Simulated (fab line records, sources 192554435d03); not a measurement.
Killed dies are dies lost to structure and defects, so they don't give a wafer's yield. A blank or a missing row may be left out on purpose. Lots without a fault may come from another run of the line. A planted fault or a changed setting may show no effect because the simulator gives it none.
Which tool did it? | flow n5_finfet | 21 lots, 63 wafers sampled, at 5 steps of a route of 1938

WHAT THE GAUGES READ, wafer by wafer
N5_FIN_SAQP_OCD_MEAS_76. Usual: trench_depth_nm 120.2 nm, standard deviation 2.4.
lot  | measured    | on     | trench_depth_nm (nm) | flag
L074 | day 2 02:59 | ocd-01 | 120.1 118.2 122.9    |
L075 | day 2 09:05 | ocd-01 | 118.4 122.2 121.0    |
L076 | day 2 15:14 | ocd-02 | 118.3 117.5 121.9    |
L077 | day 2 21:15 | ocd-02 | 122.7 118.9 125.8    |
L078 | day 3 02:48 | ocd-02 | 124.0 120.6 118.5    |
L079 | day 3 09:02 | ocd-02 | 118.0 117.7 118.9    |
L081 | day 3 22:34 | ocd-01 | 117.8 116.0 118.2    |
L082 | day 4 04:49 | ocd-01 | 119.3 121.0 121.0    |
L083 | day 4 10:56 | ocd-01 | 119.0 121.4 124.1    |
L084 | day 4 20:25 | ocd-01 | 117.5 118.2 120.2    |
L086 | day 5 06:28 | ocd-01 | 119.6 121.7 126.1    |
L087 | day 5 12:54 | ocd-01 | 122.8 118.4 119.6    |
L088 | day 5 15:32 | ocd-01 | 119.4 121.7 117.2    |
L089 | day 5 20:17 | ocd-02 | 118.4 122.1 117.3    |
L091 | day 6 08:32 | ocd-02 | 121.3 121.8 120.1    |
L092 | day 6 15:27 | ocd-01 | 118.9 119.2 125.4    |
L093 | day 6 20:10 | ocd-02 | 117.2 120.3 119.7    |
L094 | day 7 02:21 | ocd-02 | 118.9 118.3 119.5    |
L095 | day 7 08:19 | ocd-02 | 119.1 124.8 121.9    |
L096 | day 7 14:04 | ocd-01 | 126.8 120.8 122.9    |
L097 | day 7 20:17 | ocd-02 | 121.4 121.6 115.9    |

WHICH TOOL RAN EACH LOT (tool, then ch and the chambers of the sampled wafers, then the start)
lot  | N5_FIN_SAQP_ETCH_51               | N5_FIN_SAQP_SPACER1_ETCHBACK_25   | N5_FIN_SAQP_ETCH_65             | N5_FIN_SAQP_ETCH_69
L074 | rie_diel-05 ch 0,2,3, day 1 21:40 | rie_diel-04 ch 0,1,3, day 2 00:25 | rie_si-04 ch 0,1,2, day 2 00:46 | rie_diel-02 ch 0,1,2, day 2 01:19
L075 | rie_diel-04 ch 1,2,3, day 2 04:32 | rie_diel-04 ch 0,2,3, day 2 06:47 | rie_si-03 ch 1,2, day 2 07:08   | rie_diel-04 ch 1,2, day 2 07:42
L076 | rie_diel-04 ch 0,2,3, day 2 11:07 | rie_diel-05 ch 0,3, day 2 12:53   | rie_si-01 ch 0,1, day 2 13:14   | rie_diel-05 ch 0,3, day 2 13:47
L077 | rie_diel-05 ch 2,3, day 2 16:44   | rie_diel-04 ch 2,3, day 2 18:44   | rie_si-04 ch 2,3, day 2 19:05   | rie_diel-04 ch 1,2,3, day 2 19:52
L078 | rie_diel-02 ch 0,2, day 2 22:27   | rie_diel-05 ch 1,3, day 3 00:13   | rie_si-01 ch 1,2,3, day 3 00:35 | rie_diel-04 ch 0,1,3, day 3 01:08
L079 | rie_diel-02 ch 0,1, day 3 04:32   | rie_diel-02 ch 0,2, day 3 06:19   | rie_si-01 ch 1,2, day 3 06:49   | rie_diel-05 ch 0,1,3, day 3 07:22
L081 | rie_diel-04 ch 0,1,2, day 3 17:37 | rie_diel-05 ch 0,1, day 3 19:43   | rie_si-03 ch 0,2, day 3 20:18   | rie_diel-04 ch 2,3, day 3 21:05
L082 | rie_diel-05 ch 1,2, day 3 23:17   | rie_diel-04 ch 0,1,3, day 4 01:47 | rie_si-01 ch 0,1,3, day 4 02:11 | rie_diel-05 ch 2,3, day 4 02:50
L083 | rie_diel-02 ch 0,2, day 4 06:40   | rie_diel-02 ch 0,2, day 4 08:32   | rie_si-01 ch 0,1,2, day 4 08:53 | rie_diel-05 ch 1,2,3, day 4 09:27
L084 | rie_diel-02 ch 0,2,3, day 4 11:05 | rie_diel-04 ch 1,2,3, day 4 14:13 | rie_si-04 ch 0,1, day 4 14:34   | rie_diel-02 ch 1,2,3, day 4 15:07
L086 | rie_diel-02 ch 1,2,3, day 4 22:27 | rie_diel-04 ch 0,1,3, day 5 03:16 | rie_si-04 ch 0,1,2, day 5 03:37 | rie_diel-02 ch 0,1,3, day 5 04:11
L087 | rie_diel-02 ch 0,1,3, day 5 06:22 | rie_diel-05 ch 0,2, day 5 09:58   | rie_si-01 ch 2,3, day 5 10:21   | rie_diel-02 ch 0,1,3, day 5 11:07
L088 | rie_diel-05 ch 1,2, day 5 10:56   | rie_diel-04 ch 1,2,3, day 5 12:50 | rie_si-04 ch 1,2,3, day 5 13:11 | rie_diel-05 ch 0,2,3, day 5 13:56
L089 | rie_diel-04 ch 0,3, day 5 16:03   | rie_diel-05 ch 1,3, day 5 17:52   | rie_si-01 ch 0,1, day 5 18:14   | rie_diel-02 ch 0,1, day 5 18:48
L091 | rie_diel-02 ch 0,2,3, day 6 04:07 | rie_diel-05 ch 1,2, day 6 06:14   | rie_si-01 ch 0,1,3, day 6 06:35 | rie_diel-04 ch 1,2,3, day 6 07:08
L092 | rie_diel-02 ch 1,2,3, day 6 11:00 | rie_diel-02 ch 0,3, day 6 13:08   | rie_si-01 ch 0,1,3, day 6 13:29 | rie_diel-04 ch 1,2, day 6 14:04
L093 | rie_diel-02 ch 0,1,3, day 6 15:43 | rie_diel-04 ch 0,2,3, day 6 17:31 | rie_si-04 ch 1,2,3, day 6 17:52 | rie_diel-05 ch 0,1,2, day 6 18:26
L094 | rie_diel-02 ch 0,3, day 6 22:11   | rie_diel-02 ch 0,1,2, day 7 00:02 | rie_si-03 ch 0,1,2, day 7 00:24 | rie_diel-05 ch 0,1,2, day 7 00:58
L095 | rie_diel-02 ch 1,2, day 7 03:59   | rie_diel-04 ch 1,2, day 7 05:51   | rie_si-01 ch 0,1, day 7 06:13   | rie_diel-04 ch 1,2,3, day 7 06:55
L096 | rie_diel-02 ch 1,2,3, day 7 09:30 | rie_diel-05 ch 0,1,3, day 7 11:17 | rie_si-03 ch 0,1,2, day 7 11:39 | rie_diel-02 ch 0,1,2, day 7 12:13
L097 | rie_diel-04 ch 0,1,3, day 7 15:48 | rie_diel-02 ch 1,2,3, day 7 17:52 | rie_si-01 ch 2,3, day 7 18:13   | rie_diel-04 ch 0,1, day 7 18:54
- N5_FIN_SAQP_ETCH_51: etches SiARC in CF4, target depth 45.5 nm, time 75.8 s.
- N5_FIN_SAQP_SPACER1_ETCHBACK_25: etches SiO2 in CHF3/O2, target depth 24.4 nm, time 12.2 s.
- N5_FIN_SAQP_ETCH_65: etches SiO2 in CF4, target depth 4 nm, time 4.4 s.
- N5_FIN_SAQP_ETCH_69: etches SOC in N2/H2, stops on SiNx, target depth 150 nm.

WHAT THE TOOLS THEMSELVES READ (means of the sampled wafers that have a number; where no wafer has one, the mark that the record gives instead)
N5_FIN_SAQP_ETCH_51. Usual: drypump_motor_current_A 5.5 A, standard deviation 0.36; etch_rf_on_time_s 76.3 s, standard deviation 1.4; oes_product_au 0.67 a.u., standard deviation 0.08; rf_vpp_V 184.0 V, standard deviation 1.1; showerhead_plenum_p_Torr 2.14 Torr, standard deviation 0.075; throttle_valve_pct 15.60 %, standard deviation 0.18.
lot  | tool        | drypump_motor_current_A (A) | etch_rf_on_time_s (s) | oes_product_au (a.u.) | rf_vpp_V (V) | showerhead_plenum_p_Torr (Torr) | throttle_valve_pct (%) | flag
L074 | rie_diel-05 | 5.5                         | 76.9                  | 0.67                  | 184.6        | 2.15                            | 15.48                  |
L075 | rie_diel-04 | 5.3                         | 76.8                  | 0.62                  | 184.0        | 2.13                            | 15.74                  |
L076 | rie_diel-04 | 5.4                         | 76.9                  | 0.61                  | 183.8        | 2.08                            | 15.72                  |
L077 | rie_diel-05 | 5.8                         | 76.6                  | 0.63                  | 184.2        | 2.16                            | 15.59                  |
L078 | rie_diel-02 | 5.8                         | 75.3                  | 0.64                  | 184.8        | 2.17                            | 15.68                  |
L079 | rie_diel-02 | 5.4                         | 77.5                  | 0.60                  | 183.0        | 2.10                            | 15.63                  |
L081 | rie_diel-04 | 5.3                         | 76.2                  | 0.70                  | 184.4        | 2.13                            | 15.64                  |
L082 | rie_diel-05 | 5.6                         | 77.7                  | 0.65                  | 182.8        | 2.12                            | 15.65                  |
L083 | rie_diel-02 | 5.8                         | 77.2                  | 0.63                  | 184.3        | 2.11                            | 15.65                  |
L084 | rie_diel-02 | 5.7                         | 75.2                  | 0.70                  | 184.2        | 2.16                            | 15.62                  |
L086 | rie_diel-02 | 5.4                         | 75.1                  | 0.75                  | 184.2        | 2.21                            | 15.49                  |
L087 | rie_diel-02 | 5.4                         | 75.7                  | 0.74                  | 184.4        | 2.15                            | 15.46                  |
L088 | rie_diel-05 | 5.6                         | 77.3                  | 0.63                  | 183.9        | 2.12                            | 15.66                  |
L089 | rie_diel-04 | 5.7                         | 77.5                  | 0.61                  | 183.5        | 2.05                            | 15.67                  |
L091 | rie_diel-02 | 5.7                         | 76.5                  | 0.68                  | 184.3        | 2.16                            | 15.64                  |
L092 | rie_diel-02 | 5.4                         | 74.5                  | 0.73                  | 184.8        | 2.21                            | 15.54                  |
L093 | rie_diel-02 | 5.3                         | 76.8                  | 0.72                  | 183.8        | 2.15                            | 15.48                  |
L094 | rie_diel-02 | 5.5                         | 75.7                  | 0.67                  | 183.1        | 2.10                            | 15.59                  |
L095 | rie_diel-02 | 5.6                         | 74.8                  | 0.67                  | 185.0        | 2.20                            | 15.63                  |
L096 | rie_diel-02 | 5.4                         | 75.7                  | 0.72                  | 185.0        | 2.20                            | 15.54                  |
L097 | rie_diel-04 | 5.6                         | 76.8                  | 0.60                  | 183.4        | 2.10                            | 15.77                  |

N5_FIN_SAQP_SPACER1_ETCHBACK_25. Usual: drypump_motor_current_A 5.5 A, standard deviation 0.37; oes_product_au 0.78 a.u., standard deviation 0.086; rf_vpp_V 524 V, standard deviation 7.2; showerhead_plenum_p_Torr 2.40 Torr, standard deviation 0.087; throttle_valve_pct 18.88 %, standard deviation 0.21.
lot  | tool        | drypump_motor_current_A (A) | oes_product_au (a.u.) | rf_vpp_V (V) | showerhead_plenum_p_Torr (Torr) | throttle_valve_pct (%) | flag
L074 | rie_diel-04 | 5.6                         | 0.74                  | 525          | 2.38                            | 18.92                  |
L075 | rie_diel-04 | 5.4                         | 0.72                  | 529          | 2.33                            | 18.95                  |
L076 | rie_diel-05 | 5.2                         | 0.83                  | 521          | 2.39                            | 18.61                  |
L077 | rie_diel-04 | 5.1                         | 0.71                  | 534          | 2.35                            | 19.01                  |
L078 | rie_diel-05 | 5.6                         | 0.73                  | 524          | 2.30                            | 19.07                  |
L079 | rie_diel-02 | 5.8                         | 0.74                  | 519          | 2.44                            | 18.96                  |
L081 | rie_diel-05 | 5.3                         | 0.80                  | 528          | 2.36                            | 18.79                  |
L082 | rie_diel-04 | 5.6                         | 0.73                  | 525          | 2.37                            | 18.96                  |
L083 | rie_diel-02 | 5.8                         | 0.74                  | 518          | 2.44                            | 18.97                  |
L084 | rie_diel-04 | 5.3                         | 0.80                  | 529          | 2.39                            | 18.88                  |
L086 | rie_diel-04 | 5.6                         | 0.72                  | 524          | 2.37                            | 18.98                  |
L087 | rie_diel-05 | 5.6                         | 0.77                  | 525          | 2.48                            | 18.63                  |
L088 | rie_diel-04 | 5.2                         | 0.79                  | 528          | 2.39                            | 18.90                  |
L089 | rie_diel-05 | 5.6                         | 0.71                  | 523          | 2.29                            | 19.11                  |
L091 | rie_diel-05 | 5.8                         | 0.74                  | 529          | 2.43                            | 18.85                  |
L092 | rie_diel-02 | 5.5                         | 0.86                  | 523          | 2.40                            | 18.76                  |
L093 | rie_diel-04 | 5.4                         | 0.78                  | 528          | 2.32                            | 18.88                  |
L094 | rie_diel-02 | 5.5                         | 0.78                  | 519          | 2.42                            | 18.86                  |
L095 | rie_diel-04 | 5.1                         | 0.77                  | 524          | 2.45                            | 19.02                  |
L096 | rie_diel-05 | 5.4                         | 0.82                  | 527          | 2.43                            | 18.75                  |
L097 | rie_diel-02 | 5.4                         | 0.84                  | 515          | 2.47                            | 18.80                  |

N5_FIN_SAQP_ETCH_65. Usual: drypump_motor_current_A 6.0 A, standard deviation 0.42; he_backside_leak_sccm 2.8 sccm, standard deviation 0.37; oes_product_au 1.006 a.u., standard deviation 0.028; throttle_valve_pct 21.79 %, standard deviation 0.22.
lot  | tool      | drypump_motor_current_A (A) | he_backside_leak_sccm (sccm) | oes_product_au (a.u.) | throttle_valve_pct (%) | flag
L074 | rie_si-04 | 5.7                         | 2.9                          | 1.004                 | 21.61                  |
L075 | rie_si-03 | 5.9                         | 2.6                          | 1.000                 | 21.88                  |
L076 | rie_si-01 | 6.0                         | 2.8                          | 1.002                 | 22.00                  |
L077 | rie_si-04 | 5.7                         | 2.8                          | 1.001                 | 21.50                  |
L078 | rie_si-01 | 6.0                         | 2.7                          | 1.012                 | 21.77                  |
L079 | rie_si-01 | 5.8                         | 2.8                          | 1.000                 | 21.83                  |
L081 | rie_si-03 | 6.4                         | 2.6                          | 1.011                 | 22.00                  |
L082 | rie_si-01 | 6.2                         | 2.7                          | 1.007                 | 21.92                  |
L083 | rie_si-01 | 5.8                         | 2.8                          | 1.001                 | 21.85                  |
L084 | rie_si-04 | 5.9                         | 2.9                          | 1.014                 | 21.71                  |
L086 | rie_si-04 | 5.7                         | 3.0                          | 1.003                 | 21.61                  |
L087 | rie_si-01 | 6.3                         | 2.8                          | 1.042                 | 21.71                  |
L088 | rie_si-04 | 5.9                         | 2.6                          | 1.013                 | 21.62                  |
L089 | rie_si-01 | 6.0                         | 2.7                          | 0.998                 | 21.98                  |
L091 | rie_si-01 | 6.2                         | 2.6                          | 1.020                 | 21.92                  |
L092 | rie_si-01 | 6.2                         | 2.8                          | 1.017                 | 21.91                  |
L093 | rie_si-04 | 5.9                         | 2.6                          | 1.008                 | 21.62                  |
L094 | rie_si-03 | 6.1                         | 2.6                          | 1.002                 | 21.83                  |
L095 | rie_si-01 | 6.0                         | 2.8                          | 0.990                 | 21.98                  |
L096 | rie_si-03 | 6.2                         | 2.6                          | 1.003                 | 21.83                  |
L097 | rie_si-01 | 6.3                         | 2.8                          | 1.042                 | 21.70                  |

N5_FIN_SAQP_ETCH_69. Usual: drypump_motor_current_A 5.5 A, standard deviation 0.38; oes_product_au 0.77 a.u., standard deviation 0.088; rf_vpp_V 240.6 V, standard deviation 1.5; showerhead_plenum_p_Torr 2.53 Torr, standard deviation 0.092; throttle_valve_pct 17.78 %, standard deviation 0.23.
lot  | tool        | drypump_motor_current_A (A) | oes_product_au (a.u.) | rf_vpp_V (V) | showerhead_plenum_p_Torr (Torr) | throttle_valve_pct (%) | flag
L074 | rie_diel-02 | 5.5                         | 0.72                  | 240.4        | 2.58                            | 17.89                  |
L075 | rie_diel-04 | 5.1                         | 0.72                  | 242.1        | 2.58                            | 17.89                  |
L076 | rie_diel-05 | 5.5                         | 0.75                  | 240.4        | 2.47                            | 17.80                  |
L077 | rie_diel-04 | 5.2                         | 0.72                  | 240.8        | 2.52                            | 17.86                  |
L078 | rie_diel-04 | 5.6                         | 0.73                  | 239.4        | 2.50                            | 17.83                  |
L079 | rie_diel-05 | 5.4                         | 0.77                  | 239.5        | 2.49                            | 17.77                  |
L081 | rie_diel-04 | 5.1                         | 0.88                  | 239.6        | 2.47                            | 17.59                  |
L082 | rie_diel-05 | 5.8                         | 0.71                  | 240.6        | 2.49                            | 17.97                  |
L083 | rie_diel-05 | 5.7                         | 0.72                  | 240.2        | 2.50                            | 17.93                  |
L084 | rie_diel-02 | 5.4                         | 0.87                  | 242.3        | 2.61                            | 17.63                  |
L086 | rie_diel-02 | 5.4                         | 0.86                  | 240.4        | 2.54                            | 17.67                  |
L087 | rie_diel-02 | 5.3                         | 0.85                  | 240.7        | 2.54                            | 17.66                  |
L088 | rie_diel-05 | 5.5                         | 0.74                  | 241.1        | 2.55                            | 17.76                  |
L089 | rie_diel-02 | 5.2                         | 0.84                  | 240.0        | 2.55                            | 17.62                  |
L091 | rie_diel-04 | 5.2                         | 0.78                  | 240.1        | 2.51                            | 17.75                  |
L092 | rie_diel-04 | 5.1                         | 0.77                  | 242.0        | 2.57                            | 17.79                  |
L093 | rie_diel-05 | 5.5                         | 0.75                  | 240.3        | 2.55                            | 17.74                  |
L094 | rie_diel-05 | 5.5                         | 0.75                  | 240.3        | 2.55                            | 17.73                  |
L095 | rie_diel-04 | 5.2                         | 0.77                  | 240.6        | 2.51                            | 17.77                  |
L096 | rie_diel-02 | 5.5                         | 0.77                  | 240.9        | 2.56                            | 17.83                  |
L097 | rie_diel-04 | 5.7                         | 0.70                  | 240.1        | 2.48                            | 17.97                  |

THE ANSWER, worked out from the rows above alone
Rule: a lot is off if the mean of its wafers that have a number lies more than 3 standard deviations from the usual mean. A lot without any number at a reading at which 4 lots or more have one is off too. The other lots that the step has rows for count as sound. The gauges are gone through in route order, then the tools' own readings, and for those a lot's mean is taken as printed above. The first step at which some lot is off is used, and at that step the reading that is off furthest; a lot without a number counts as furthest.
No lot is off at any reading shown: from this, nothing can be told.

WHAT THE SIMULATOR HAD PUT IN
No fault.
